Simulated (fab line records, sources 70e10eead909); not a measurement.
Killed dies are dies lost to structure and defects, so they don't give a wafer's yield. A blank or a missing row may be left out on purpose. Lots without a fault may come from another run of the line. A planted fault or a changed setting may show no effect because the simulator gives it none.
Chamber matching | flow nand_harc | NHARC_A_CONTACT_DESCUM_47 on rie_diel-03: 4 sister chambers
The step chemistry O2, time 3 s. 30 wafers are shown with their chamber, then 12 later ones without.

WAFERS WITH THEIR CHAMBER
wafer  | chamber | showerhead_plenum_p_Torr (Torr) | drypump_motor_current_A (A) | oes_product_au (a.u.)
L074.1 | 3       | 2.02                            | 5.4                         | 0.998
L074.3 | 0       | 1.83                            | 5.0                         | 0.995
L074.5 | 2       | 1.95                            | 5.5                         | 1.010
L078.1 | 3       | 2.02                            | 5.4                         | 1.006
L078.3 | 2       | 1.95                            | 5.4                         | 1.008
L078.6 | 1       | 1.96                            | 6.0                         | 0.987
L080.4 | 1       | 1.96                            | 6.0                         | 0.991
L080.5 | 2       | 1.95                            | 5.4                         | 0.999
L080.6 | 1       | 1.96                            | 6.0                         | 0.993
L080.1 | 3       | 2.02                            | 5.4                         | 1.000
L080.2 | 0       | 1.83                            | 4.9                         | 0.998
L080.3 | 2       | 1.95                            | 5.4                         | 1.009
L081.2 | 1       | 1.96                            | 6.0                         | 1.013
L081.4 | 0       | 1.83                            | 5.0                         | 0.990
L081.5 | 0       | 1.83                            | 5.0                         | 0.989
L082.2 | 0       | 1.83                            | 4.9                         | 0.981
L082.5 | 0       | 1.83                            | 5.0                         | 0.984
L082.6 | 3       | 2.02                            | 5.4                         | 0.998
L085.1 | 3       | 2.02                            | 5.4                         | 1.002
L085.2 | 1       | 1.96                            | 6.0                         | 0.991
L085.3 | 0       | 1.83                            | 5.0                         | 0.992
L088.1 | 0       | 1.83                            | 5.0                         | 0.990
L088.4 | 3       | 2.01                            | 5.4                         | 1.001
L088.5 | 0       | 1.83                            | 5.0                         | 0.995
L089.2 | 3       | 2.01                            | 5.4                         | 0.989
L089.4 | 2       | 1.94                            | 5.4                         | 0.999
L089.5 | 3       | 2.01                            | 5.4                         | 0.986
L090.4 | 3       | 2.01                            | 5.4                         | 0.998
L090.5 | 0       | 1.83                            | 5.0                         | 1.001
L090.6 | 1       | 1.95                            | 6.0                         | 0.993

SIGNATURES (means of the wafers above)
reading                  | chamber 0 | chamber 1 | chamber 2 | chamber 3 | scatter within a chamber
showerhead_plenum_p_Torr | 1.8300    | 1.9583    | 1.9480    | 2.0156    | 0.00385
drypump_motor_current_A  | 4.980     | 6.000     | 5.420     | 5.400     | 0.0304
oes_product_au           | 0.99150   | 0.99467   | 1.00500   | 0.99756   | 0.00679
Rule: a wafer's distance from a chamber is the root of the sum, over the readings, of the square of ((its reading less the chamber's mean) divided by the reading's scatter). The wafer belongs to the nearest chamber; if the next one is less than 2 further off, it can't be placed. The scatter: the root of (the sum of the squares of (reading less its chamber's mean) over the shown wafers, divided by (wafers less chambers)).

WAFERS WITHOUT THEIR CHAMBER
wafer  | showerhead_plenum_p_Torr (Torr) | drypump_motor_current_A (A) | oes_product_au (a.u.)
L091.2 | 1.95                            | 6.0                         | 0.993
L091.4 | 2.01                            | 5.4                         | 1.000
L091.5 | 1.95                            | 6.0                         | 0.995
L092.1 | 1.95                            | 6.0                         | 0.985
L092.2 | 2.01                            | 5.4                         | 0.982
L092.3 | 1.94                            | 5.5                         | 0.984
L096.1 | 1.82                            | 5.0                         | 0.997
L096.3 | 2.01                            | 5.4                         | 1.000
L096.4 | 1.95                            | 6.0                         | 1.002
L095.2 | 1.94                            | 5.4                         | 0.985
L095.4 | 1.82                            | 5.0                         | 0.998
L095.5 | 1.94                            | 5.5                         | 0.987

WHICH CHAMBER EACH WENT THROUGH
wafer  | from the rows above | in truth
L091.2 | 1                   | 1
L091.4 | 3                   | 3
L091.5 | 1                   | 1
L092.1 | 1                   | 1
L092.2 | 3                   | 3
L092.3 | 2                   | 2
L096.1 | 0                   | 0
L096.3 | 3                   | 3
L096.4 | 1                   | 1
L095.2 | 2                   | 2
L095.4 | 0                   | 0
L095.5 | 2                   | 2
Placed correctly: 12 of 12. Can't be placed from these rows: 0. Placed wrongly: 0.
